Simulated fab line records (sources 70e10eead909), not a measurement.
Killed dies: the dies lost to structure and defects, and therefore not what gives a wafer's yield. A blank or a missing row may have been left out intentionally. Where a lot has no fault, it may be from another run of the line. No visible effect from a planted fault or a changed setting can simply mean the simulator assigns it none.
Which tool did it?    flow nandHarc    42 wafers from 14 lots sampled at 8 of the route's 1302 steps

== WHAT THE GAUGES SHOWED, per wafer ==
NHARC_A_ONON_D2_THK_MEAS_34: measures by ellipsometry.
lot   measured      on            thkNm (nm)
L249  day 12 11:23  filmMetro-02  196.4 200.4 205.6
L251  day 13 08:35  filmMetro-02  196.3 194.7 199.4
L253  day 14 05:04  filmMetro-01  195.2 197.6 197.7
L252  day 14 05:15  filmMetro-01  201.3 198.4 202.7
L254  day 15 05:25  filmMetro-01  199.2 204.7 200.6
L256  day 16 07:48  filmMetro-02  199.7 199.0 198.2
L257  day 16 13:57  filmMetro-01  200.5 203.4 205.1
L259  day 17 10:10  filmMetro-01  200.0 199.7 201.8
L260  day 17 14:49  filmMetro-02  194.8 196.3 200.3
L264  day 19 03:58  filmMetro-01  200.5 200.7 202.6
L265  day 19 04:01  filmMetro-02  198.9 198.2 201.7
L266  day 20 05:03  filmMetro-01  199.7 208.9 201.6
L271  day 21 21:22  filmMetro-02  198.4 195.4 200.4
L272  day 22 22:39  filmMetro-01  196.8 195.6 199.6

NHARC_A_CHANNEL_HOLE_D2_CD_MEAS_10: target cd 100 nm.
lot   measured      on        cdNm (nm)
L249  day 12 15:14  cdSem-02  99.4 100.2 100.5
L251  day 13 13:38  cdSem-03  99.6 100.2 100.2
L253  day 14 07:53  cdSem-02  99.5 99.6 99.6
L252  day 14 08:05  cdSem-02  99.8 99.9 100.0
L254  day 15 08:14  cdSem-03  99.9 100.2 99.2
L256  day 16 11:56  cdSem-01  99.8 99.8 100.1
L257  day 16 16:40  cdSem-03  100.4 100.1 100.3
L259  day 17 13:07  cdSem-02  100.2 100.3 100.2
L260  day 17 21:32  cdSem-02  100.0 100.6 100.7
L264  day 19 09:01  cdSem-01  84.5 85.0 84.8
L265  day 19 09:28  cdSem-03  99.8 99.7 100.4
L266  day 20 07:49  cdSem-03  88.5 88.6 88.1
L271  day 22 00:47  cdSem-01  100.4 100.1 100.6
L272  day 23 01:19  cdSem-02  99.4 99.9 99.4

NHARC_A_CHANNEL_HOLE_D2_CD_MEAS_31.
lot   measured      on        cdNm (nm)
L249  day 12 22:07  cdSem-03  88.1 90.1 89.8
L251  day 13 20:30  cdSem-03  88.4 88.2 90.6
L253  day 14 14:46  cdSem-03  87.6 89.3 87.8
L252  day 14 18:55  cdSem-02  86.6 89.2 88.4
L254  day 15 17:58  cdSem-02  88.7 89.7 90.9
L256  day 16 19:02  cdSem-03  88.9 89.3 90.2
L257  day 17 03:23  cdSem-02  90.9 91.5 91.1
L259  day 18 00:14  cdSem-03  87.6 90.2 87.2
L260  day 18 04:30  cdSem-02  92.2 93.0 90.4
L264  day 19 16:06  cdSem-03  73.7 74.3 75.0
L265  day 19 18:10  cdSem-03  87.5 89.5 88.0
L266  day 20 14:41  cdSem-01  80.0 77.7 77.0
L271  day 22 07:40  cdSem-03  91.4 89.0 90.8
L272  day 23 08:13  cdSem-01  89.2 90.3 89.6

NHARC_END_WLT_00.
lot   measured      on         VT_DECK1_BOTTOM    VT_DECK1_BOTTOM_INNER  VT_DECK1_MEDIAN_NEAR_BOTTOM  VT_DECK1_MEDIAN_NEAR_BOTTOM_INNER  VT_DECK1_MIDDLE    VT_DECK1_MIDDLE_INNER  VT_DECK1_TOP       VT_DECK1_TOP_INNER  VT_DECK2_BOTTOM    VT_DECK2_BOTTOM_INNER  VT_DECK2_MEDIAN_NEAR_BOTTOM  VT_DECK2_MEDIAN_NEAR_BOTTOM_INNER  VT_DECK2_MIDDLE    VT_DECK2_MIDDLE_INNER  VT_DECK2_TOP       VT_DECK2_TOP_INNER
L249  day 23 16:09  prober-02  0.880 0.871 0.879  0.873 0.873 0.877      0.868 0.873 0.881            0.872 0.871 0.883                  0.889 0.889 0.885  0.888 0.888 0.880      0.899 0.902 0.893  0.898 0.893 0.901   0.844 0.854 0.864  0.855 0.863 0.854      0.857 0.870 0.853            0.850 0.855 0.857                  0.870 0.866 0.869  0.874 0.870 0.871      0.879 0.884 0.877  0.880 0.878 0.876
L251  day 25 01:54  prober-02  0.880 0.874 0.882  0.883 0.884 0.876      0.882 0.883 0.875            0.875 0.873 0.883                  0.896 0.895 0.891  0.895 0.895 0.893      0.899 0.908 0.903  0.904 0.898 0.910   0.850 0.864 0.874  0.861 0.860 0.873      0.867 0.863 0.866            0.870 0.864 0.877                  0.884 0.877 0.886  0.883 0.883 0.882      0.884 0.896 0.894  0.893 0.891 0.890
L253  day 25 15:00  prober-01  0.868 0.871 0.875  0.861 0.872 0.870      0.864 0.866 0.874            0.871 0.871 0.864                  0.877 0.884 0.880  0.876 0.886 0.884      0.892 0.898 0.901  0.892 0.901 0.897   0.863 0.877 0.865  0.865 0.870 0.869      0.864 0.874 0.863            0.860 0.870 0.873                  0.881 0.880 0.881  0.873 0.881 0.886      0.897 0.898 0.891  0.897 0.893 0.894
L252  day 25 10:20  prober-02  0.856 0.855 0.868  0.852 0.859 0.859      0.868 0.862 0.875            0.859 0.864 0.865                  0.883 0.878 0.883  0.871 0.873 0.877      0.888 0.888 0.887  0.892 0.895 0.890   0.854 0.856 0.857  0.856 0.865 0.854      0.847 0.863 0.853            0.858 0.868 0.861                  0.878 0.872 0.866  0.872 0.876 0.879      0.887 0.892 0.889  0.894 0.879 0.883
L254  day 26 18:59  prober-02  0.867 0.864 0.867  0.873 0.859 0.868      0.879 0.867 0.862            0.873 0.868 0.868                  0.879 0.882 0.878  0.883 0.878 0.876      0.885 0.890 0.888  0.892 0.889 0.882   0.861 0.876 0.870  0.869 0.865 0.871      0.876 0.865 0.871            0.867 0.872 0.875                  0.879 0.884 0.890  0.883 0.878 0.888      0.895 0.890 0.885  0.900 0.900 0.895
L256  day 27 21:16  prober-02  0.877 0.865 0.874  0.872 0.872 0.876      0.880 0.876 0.878            0.873 0.871 0.872                  0.883 0.885 0.886  0.878 0.882 0.886      0.893 0.897 0.888  0.887 0.892 0.896   0.859 0.856 0.866  0.863 0.864 0.866      0.854 0.856 0.863            0.860 0.864 0.867                  0.872 0.878 0.875  0.878 0.869 0.877      0.890 0.883 0.887  0.882 0.882 0.890
L257  day 27 22:15  prober-01  0.871 0.862 0.863  0.869 0.856 0.859      0.871 0.855 0.858            0.865 0.869 0.867                  0.873 0.869 0.869  0.870 0.871 0.871      0.884 0.877 0.885  0.879 0.884 0.887   0.871 0.875 0.872  0.880 0.866 0.877      0.874 0.878 0.871            0.870 0.883 0.878                  0.887 0.886 0.885  0.888 0.884 0.896      0.901 0.899 0.903  0.903 0.904 0.898
L259  day 29 02:53  prober-02  0.871 0.859 0.873  0.860 0.861 0.854      0.861 0.862 0.864            0.860 0.866 0.862                  0.865 0.878 0.876  0.874 0.874 0.872      0.879 0.884 0.889  0.888 0.894 0.884   0.861 0.861 0.866  0.875 0.874 0.861      0.866 0.864 0.858            0.865 0.868 0.866                  0.877 0.877 0.877  0.877 0.886 0.881      0.894 0.896 0.884  0.893 0.898 0.889
L260  day 29 02:22  prober-01  0.869 0.861 0.868  0.876 0.866 0.866      0.875 0.865 0.875            0.876 0.869 0.865                  0.882 0.884 0.879  0.882 0.886 0.881      0.899 0.901 0.895  0.895 0.892 0.893   0.874 0.878 0.869  0.875 0.881 0.871      0.875 0.880 0.865            0.875 0.880 0.872                  0.887 0.879 0.884  0.886 0.886 0.886      0.892 0.898 0.896  0.905 0.891 0.892
L264  day 30 12:11  prober-01  0.870 0.861 0.868  0.878 0.864 0.869      0.869 0.871 0.867            0.875 0.871 0.866                  0.887 0.883 0.879  0.885 0.882 0.879      0.897 0.895 0.892  0.894 0.897 0.900   0.811 0.805 0.813  0.802 0.818 0.813      0.813 0.808 0.825            0.811 0.810 0.822                  0.842 0.833 0.828  0.827 0.837 0.842      0.844 0.854 0.849  0.851 0.853 0.854
L265  day 30 02:31  prober-01  0.861 0.863 0.863  0.868 0.862 0.864      0.863 0.867 0.866            0.846 0.869 0.861                  0.879 0.878 0.876  0.878 0.874 0.876      0.893 0.890 0.892  0.895 0.890 0.889   0.867 0.878 0.863  0.870 0.873 0.868      0.863 0.874 0.866            0.869 0.869 0.868                  0.886 0.886 0.889  0.891 0.895 0.884      0.900 0.896 0.896  0.900 0.895 0.897
L266  day 31 10:13  prober-02  0.864 0.869 0.866  0.848 0.857 0.866      0.859 0.862 0.866            0.856 0.862 0.876                  0.868 0.873 0.882  0.869 0.875 0.874      0.885 0.889 0.881  0.890 0.887 0.874   0.839 0.830 0.819  0.839 0.834 0.823      0.837 0.840 0.825            0.842 0.835 0.833                  0.849 0.845 0.846  0.858 0.847 0.842      0.863 0.866 0.867  0.871 0.867 0.865
L271  day 33 02:40  prober-01  0.871 0.873 0.865  0.865 0.875 0.863      0.868 0.859 0.869            0.866 0.863 0.862                  0.879 0.874 0.883  0.875 0.881 0.872      0.887 0.898 0.891  0.898 0.892 0.890   0.875 0.858 0.871  0.877 0.873 0.872      0.880 0.875 0.869            0.875 0.867 0.880                  0.885 0.883 0.887  0.880 0.884 0.887      0.897 0.893 0.897  0.888 0.897 0.898
L272  day 34 16:04  prober-01  0.870 0.877 0.875  0.862 0.886 0.878      0.865 0.883 0.882            0.870 0.892 0.884                  0.885 0.898 0.892  0.883 0.897 0.891      0.905 0.908 0.904  0.904 0.905 0.905   0.871 0.874 0.871  0.876 0.874 0.869      0.878 0.870 0.868            0.875 0.870 0.868                  0.889 0.881 0.894  0.879 0.888 0.889      0.893 0.894 0.893  0.891 0.901 0.901

== EACH LOT AND THE TOOL THAT RAN IT (in order: tool; ch and the chambers of the sampled wafers; start) ==
lot   NHARC_A_CHANNEL_HOLE_D2_EXPOSE_07  NHARC_A_CHANNEL_HOLE_D2_ETCH_20  NHARC_A_CHANNEL_HOLE_D2_ETCH_24  NHARC_A_CHANNEL_HOLE_D2_XSEM_32
L249  arfiScanner-02 ch 0, day 12 15:06  harEtch-01 ch 0,1, day 12 16:43  harEtch-01 ch 0,1, day 12 18:44  xsem-02 ch 0, day 12 22:13
L251  arfiScanner-03 ch 0, day 13 13:29  harEtch-02 ch 0,1, day 13 15:07  harEtch-02 ch 0,1, day 13 17:07  xsem-01 ch 0, day 13 20:35
L253  arfiScanner-01 ch 0, day 14 07:44  harEtch-01 ch 1, day 14 09:22    harEtch-01 ch 1, day 14 11:23    xsem-01 ch 0, day 14 14:51
L252  arfiScanner-02 ch 0, day 14 07:56  harEtch-01 ch 0,1, day 14 13:32  harEtch-01 ch 0,1, day 14 15:32  xsem-02 ch 0, day 14 19:01
L254  arfiScanner-02 ch 0, day 15 08:07  harEtch-01 ch 0,1, day 15 12:34  harEtch-01 ch 0,1, day 15 14:49  xsem-02 ch 0, day 15 18:04
L256  arfiScanner-01 ch 0, day 16 11:48  harEtch-01 ch 1, day 16 13:37    harEtch-01 ch 1, day 16 15:38    xsem-02 ch 0, day 16 19:07
L257  arfiScanner-01 ch 0, day 16 16:32  harEtch-01 ch 0,1, day 16 22:07  harEtch-01 ch 0,1, day 17 00:22  xsem-02 ch 0, day 17 03:29
L259  arfiScanner-03 ch 0, day 17 12:58  harEtch-01 ch 0,1, day 17 18:40  harEtch-01 ch 0,1, day 17 20:41  xsem-02 ch 0, day 18 00:20
L260  arfiScanner-02 ch 0, day 17 21:23  harEtch-02 ch 0,1, day 17 23:01  harEtch-02 ch 0,1, day 18 01:02  xsem-01 ch 0, day 18 04:35
L264  arfiScanner-02 ch 0, day 19 08:53  harEtch-02 ch 0,1, day 19 10:49  harEtch-02 ch 0,1, day 19 12:58  xsem-02 ch 0, day 19 16:12
L265  arfiScanner-03 ch 0, day 19 09:19  harEtch-01 ch 0,1, day 19 12:46  harEtch-01 ch 0,1, day 19 14:47  xsem-01 ch 0, day 19 18:16
L266  arfiScanner-02 ch 0, day 20 07:40  harEtch-02 ch 0, day 20 09:21    harEtch-02 ch 0, day 20 11:26    xsem-01 ch 0, day 20 14:46
L271  arfiScanner-03 ch 0, day 22 00:38  harEtch-01 ch 0,1, day 22 02:21  harEtch-01 ch 0,1, day 22 04:32  xsem-01 ch 0, day 22 07:45
L272  arfiScanner-03 ch 0, day 23 01:11  harEtch-02 ch 0,1, day 23 02:50  harEtch-02 ch 0,1, day 23 04:56  xsem-01 ch 0, day 23 08:19
- NHARC_A_CHANNEL_HOLE_D2_EXPOSE_07: exposes mask HOLE D2, target cd 100 nm.
- NHARC_A_CHANNEL_HOLE_D2_ETCH_20: etches the open film in C4F8/O2/Ar, time 361.9 s, target depth 1600 nm.
- NHARC_A_CHANNEL_HOLE_D2_ETCH_24: etches the open film in C4F8/O2/Ar, time 906.2 s, target depth 1500 nm.
- NHARC_A_CHANNEL_HOLE_D2_XSEM_32

== AS READ BY THE TOOLS THEMSELVES (means over the sampled wafers that have a number; for cases with no such wafer, the mark the record gives instead) ==
NHARC_A_CHANNEL_HOLE_D2_EXPOSE_07.
lot   tool            exposureDoseMJCm2
L249  arfiScanner-02  59.62
L251  arfiScanner-03  59.65
L253  arfiScanner-01  60.04
L252  arfiScanner-02  59.64
L254  arfiScanner-02  59.59
L256  arfiScanner-01  59.97
L257  arfiScanner-01  60.00
L259  arfiScanner-03  59.60
L260  arfiScanner-02  59.63
L264  arfiScanner-02  43.09
L265  arfiScanner-03  59.68
L266  arfiScanner-02  46.48
L271  arfiScanner-03  59.56
L272  arfiScanner-03  59.67

NHARC_A_CHANNEL_HOLE_D2_ETCH_20.
lot   tool        drypumpMotorCurrentA (A)  showerheadPlenumPTorr (Torr)  throttleValvePct (%)
L249  harEtch-01  5.7                       3.65                          32.153
L251  harEtch-02  6.0                       3.47                          32.154
L253  harEtch-01  5.4                       3.69                          32.160
L252  harEtch-01  5.9                       3.56                          32.156
L254  harEtch-01  5.9                       3.56                          32.159
L256  harEtch-01  5.5                       3.67                          32.149
L257  harEtch-01  6.0                       3.54                          32.156
L259  harEtch-01  5.7                       3.60                          32.148
L260  harEtch-02  6.2                       3.92                          32.159
L264  harEtch-02  6.1                       3.91                          32.156
L265  harEtch-01  5.9                       3.52                          32.161
L266  harEtch-02  6.3                       3.90                          32.149
L271  harEtch-01  5.7                       3.56                          32.150
L272  harEtch-02  6.0                       3.89                          32.155

NHARC_A_CHANNEL_HOLE_D2_ETCH_24.
lot   tool        drypumpMotorCurrentA (A)  showerheadPlenumPTorr (Torr)  throttleValvePct (%)
L249  harEtch-01  5.7                       3.64                          32.232
L251  harEtch-02  6.0                       3.47                          32.236
L253  harEtch-01  5.5                       3.69                          32.236
L252  harEtch-01  6.0                       3.56                          32.250
L254  harEtch-01  6.0                       3.55                          32.239
L256  harEtch-01  5.5                       3.67                          32.235
L257  harEtch-01  6.0                       3.54                          32.249
L259  harEtch-01  5.7                       3.59                          32.238
L260  harEtch-02  6.1                       3.92                          32.231
L264  harEtch-02  6.1                       3.91                          32.228
L265  harEtch-01  5.9                       3.52                          32.237
L266  harEtch-02  6.4                       3.90                          32.234
L271  harEtch-01  5.7                       3.56                          32.230
L272  harEtch-02  6.0                       3.88                          32.228

NHARC_A_CHANNEL_HOLE_D2_XSEM_32.
lot   tool     botCdNm (nm)  bowNm (nm)  tiltDeg (degrees)
L249  xsem-02  73.8          8.84        0.03
L251  xsem-01  73.3          8.42        0.09
L253  xsem-01  72.6          8.65        0.05
L252  xsem-02  72.3          8.38        0.05
L254  xsem-02  73.7          8.25        0.06
L256  xsem-02  73.6          8.12        0.18
L257  xsem-02  76.2          8.71        0.05
L259  xsem-02  72.9          8.68        0.08
L260  xsem-01  75.4          8.72        0.02
L264  xsem-02  58.2          8.71        0.04
L265  xsem-01  72.7          8.57        0.06
L266  xsem-01  63.3          8.54        0.05
L271  xsem-01  75.4          8.64        0.05
L272  xsem-01  74.7          8.88        0.06

== THE ANSWER, worked out from the rows above alone ==
Rule: usual is defined by the lots themselves. The widest of any qualifying gaps counts: lots, ordered by their means at a reading, are off when they make up no more than a third of the lots, leave a main group of 4 or more, and stand apart from it by 3 or more times the standard deviation of that group's means. The tables above print the reading to a certain number of digits; a main group whose means all agree to those digits is not used. A lot without any number at a reading at which 4 lots or more have one is off too. The other lots that the step has rows for count as sound. Order of review: gauges by route order, followed by the tools' own readings, for which a lot's mean as printed above is used. At the first step where some lot is off, the reading lying furthest off is the one used; lots without a number count as furthest.
Off: L264, L266 (NHARC_A_CHANNEL_HOLE_D2_CD_MEAS_10, cdNm). Main group: mean 100.0 nm, sd 0.27.
A tool fits if, at a process step before that reading, it ran every lot that is off, and no sound lot after the first of them. Not tried: the gauges at NHARC_A_CHANNEL_HOLE_D2_CD_MEAS_10; whatever is off there is also off at NHARC_END_WLT_00, on other tools, and gauge error can't account for it. One fits: arfiScanner-02 at NHARC_A_CHANNEL_HOLE_D2_EXPOSE_07. A fault onset in the window from L260 (day 17 21:23, its last sound lot) to L264 (day 19 08:53, its first lot off) fits.
On the lots that are off, the tool's own readings at NHARC_A_CHANNEL_HOLE_D2_EXPOSE_07 differ by more than 5 times the standard deviation of the sound lots' means, which bears it out; exposureDoseMJCm2 reads 44.78 there versus 59.72 on the sound lots.

== WHAT THE SIMULATOR HAD PUT IN ==
Process parameters drifting: arfiScanner-02 at NHARC_A_CHANNEL_HOLE_D2_EXPOSE_07, beginning at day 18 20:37. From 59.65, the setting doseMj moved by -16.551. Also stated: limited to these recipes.
Lots struck among those shown: L264, L266. Same finding as the rule above.
